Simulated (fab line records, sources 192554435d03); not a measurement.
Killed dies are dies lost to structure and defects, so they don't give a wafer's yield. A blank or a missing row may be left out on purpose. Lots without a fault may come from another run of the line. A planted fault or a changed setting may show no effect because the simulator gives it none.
Split-lot experiment | flow n5_finfet | 7 lots, 21 wafers read, on a route of 1938 steps

THE SPLIT
At N5_BEOL_M14_EXPOSE_07 (exposes mask V13), the setting dose_mj was moved away from the recipe's 57 on 8 of the 21 wafers read, by +4.4% to +7.2%. The other wafers ran this setting at the recipe's value.

FROM THE SPLIT TO THE READING: what the file shows between them, 11 steps
- N5_BEOL_M14_PEB_08: peb time 90 s
- N5_BEOL_M14_DEVELOP_09: develop time 45 s
- N5_BEOL_M14_HARDBAKE_14: time 120 s
- N5_BEOL_M14_CD_MEAS_10: target cd 250 nm
- N5_BEOL_M14_DESCUM_15: chemistry O2, time 7.9 s
- N5_BEOL_M14_ETCH_59: etches BARC in N2/H2, target depth 89 nm, overetch 26.7 nm, time 67.9 s
- N5_BEOL_M14_VIA_ETCH_16: etches SiO2 in C4F8/O2/Ar, target depth 1231.3 nm
- N5_BEOL_M14_STRIP_63: strips in O2
- N5_BEOL_M14_STRIP_64: strips in O2
- N5_BEOL_M14_STRIP_71: strips in post etch residue remover, time 60 s
- N5_BEOL_M14_SRD_72: time 30 s, dry time 30 s

THE READING
cd_nm, in nm, at N5_BEOL_M14_CD_MEAS_17 (target cd 250 nm). Fault-free wafers of this fab line usually give 250.8 nm, standard deviation 1.8 nm.

wafer  | tool, chamber at the split | dose_mj as run | against the recipe | cd_nm, nm | against lot-mates on the recipe
L077.3 | krf_scanner-02, 0          | 57             | recipe             | 248.3     | -
L077.4 | krf_scanner-02, 0          | 57             | recipe             | 251.8     | -
L077.6 | krf_scanner-02, 0          | 60.27          | +5.7%              | 259.3     | +9.2
L081.4 | krf_scanner-02, 0          | 60.13          | +5.5%              | 257.3     | no lot-mate on the recipe
L081.5 | krf_scanner-02, 0          | 60.13          | +5.5%              | 260.1     | no lot-mate on the recipe
L081.6 | krf_scanner-02, 0          | 60.13          | +5.5%              | 262.6     | no lot-mate on the recipe
L074.1 | krf_scanner-01, 0          | 57             | recipe             | 246.1     | -
L074.3 | krf_scanner-01, 0          | 57             | recipe             | 250.0     | -
L074.5 | krf_scanner-01, 0          | 57             | recipe             | 248.0     | -
L083.2 | krf_scanner-02, 0          | 57             | recipe             | 249.0     | -
L083.3 | krf_scanner-02, 0          | 59.59          | +4.5%              | 257.7     | +8.7
L083.6 | krf_scanner-02, 0          | 59.59          | +4.5%              | 258.4     | +9.4
L087.1 | krf_scanner-02, 0          | 57             | recipe             | 251.0     | -
L087.3 | krf_scanner-02, 0          | 57             | recipe             | 255.5     | -
L087.4 | krf_scanner-02, 0          | 59.49          | +4.4%              | 261.8     | +8.6
L093.2 | krf_scanner-01, 0          | 57             | recipe             | 252.6     | -
L093.4 | krf_scanner-01, 0          | 57             | recipe             | 254.8     | -
L093.6 | krf_scanner-01, 0          | 57             | recipe             | 253.1     | -
L096.3 | krf_scanner-02, 0          | 57             | recipe             | 250.5     | -
L096.4 | krf_scanner-02, 0          | 57             | recipe             | 248.2     | -
L096.6 | krf_scanner-02, 0          | 61.11          | +7.2%              | 262.3     | +13.0

THE FIT
A straight line over all 21 wafers: cd_nm changes by +1.69 nm for each +1% of dose_mj; r = +0.88; the points scatter about the line by 2.6 nm.
The same after taking each lot's own level away (the mean of its wafers on the recipe; 18 wafers): +1.82 nm for each +1%; r = +0.96; scatter 1.4 nm.
On that fit, the largest move of dose_mj shifts the reading by 13 nm.
The lots' own levels span 248.03 to 253.50 nm, that is 3.0 times the standard deviation above.
So the lot-to-lot level changes the slope little: the two slopes agree.
Check: with one of the wafers moved furthest among these (+7.2%) left out of the fit, the line predicts +13.3 nm for it against its lot-mates. It came out at +13 nm against them.

OTHER SPLITS ON THESE WAFERS
These wafers also went through other splits before the reading. Each is held against what the fit with the lots' levels taken away leaves over:
other split on the same wafers | wafers away from the commonest value | r with cd_nm (lot level and that fit taken away)
N5_BEOL_M11_ETCH_41 time_s     | 8                                    | +0.44
N5_BEOL_M12_SPUTTER_44 power_w | 8                                    | +0.54
N5_BEOL_M13_COAT_58 spin_rpm   | 10                                   | +0.17
N5_BEOL_M14_ILD_DEP_00 time_s  | 11                                   | +0.02

THE WHOLE CHAIN: every reading that the file lists as answering this split, in the file's order
step                   | what it does     | reading | change (the file's fit)              | r (the file's)
N5_BEOL_M14_CD_MEAS_10 | target cd 250 nm | cd_nm   | +1.78 nm for each +1% of the setting | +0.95
N5_BEOL_M14_CD_MEAS_17 | target cd 250 nm | cd_nm   | +1.8 nm for each +1% of the setting  | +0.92

THE FILE'S OWN FIT
cd_nm changes by +1.8 nm for each +1% of dose_mj, r = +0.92.
